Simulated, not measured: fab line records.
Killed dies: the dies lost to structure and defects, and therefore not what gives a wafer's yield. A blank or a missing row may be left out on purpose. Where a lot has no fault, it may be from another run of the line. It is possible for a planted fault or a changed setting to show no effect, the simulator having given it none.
Matching of chambers ; flow n5 finfet ; rie diel-02 running N5_PMOS_HMC_CHANNEL_EPI_STRIP_33: 4 sister chambers
The step strips in N2/H2. 18 wafers are shown with their chamber, then 9 later ones without.

WAFERS, EACH WITH ITS CHAMBER
wafer;chamber;showerhead plenum p Torr (Torr);oes product au (a.u.);throttle valve pct (%)
L074.2;1;3.25;0.79;19.17
L074.5;1;3.25;0.79;19.17
L074.6;3;3.25;0.78;19.16
L075.2;3;3.24;0.77;19.17
L075.3;2;3.30;0.96;18.92
L075.4;1;3.25;0.81;19.20
L076.1;3;3.24;0.76;19.12
L076.2;1;3.25;0.79;19.20
L076.4;2;3.30;0.94;18.91
L077.1;2;3.30;0.93;18.91
L077.2;0;3.45;0.71;19.30
L077.5;3;3.24;0.76;19.15
L078.1;1;3.24;0.79;19.23
L078.3;2;3.29;0.93;18.90
L078.5;0;3.45;0.69;19.31
L088.2;0;3.45;0.69;19.32
L088.4;1;3.23;0.76;19.25
L088.5;3;3.23;0.76;19.21

SIGNATURES (means of the wafers above)
reading;chamber 0;chamber 1;chamber 2;chamber 3;scatter within a chamber
showerhead plenum p Torr;3.4500;3.2450;3.2975;3.2400;0.00668
oes product au;0.6967;0.7883;0.9400;0.7660;0.0133
throttle valve pct;19.3100;19.2033;18.9100;19.1620;0.0265
Rule: distance of a wafer from a chamber = root of the sum over the readings of ((wafer's reading minus chamber's mean) / reading's scatter) squared. The wafer belongs to the nearest chamber; if the next one is less than 2 further off, it can't be placed. How the scatter is found: for the shown wafers, subtract from each reading the mean of its chamber, square and add these, divide the total by (wafers less chambers), then take the root.

WAFERS WHOSE CHAMBER IS MISSING
wafer;showerhead plenum p Torr (Torr);oes product au (a.u.);throttle valve pct (%)
L089.2;3.44;0.70;19.32
L089.4;3.23;0.75;19.18
L089.5;3.44;0.69;19.36
L091.1;3.28;0.88;18.91
L091.4;3.23;0.74;19.21
L091.6;3.28;0.89;18.95
L095.1;3.28;0.87;19.02
L095.2;3.44;0.69;19.33
L095.4;3.23;0.76;19.25

EACH ONE'S CHAMBER
wafer;from the rows above;in truth
L089.2;0;0
L089.4;can't be placed: 3 or 1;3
L089.5;0;0
L091.1;2;2
L091.4;can't be placed: 3 or 1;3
L091.6;2;2
L095.1;2;2
L095.2;0;0
L095.4;can't be placed: 1 or 3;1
Placed correctly: 6 of 9. Cannot be placed on the basis of these rows: 3; the candidates contain the true chamber in 3. 0 placed wrongly.
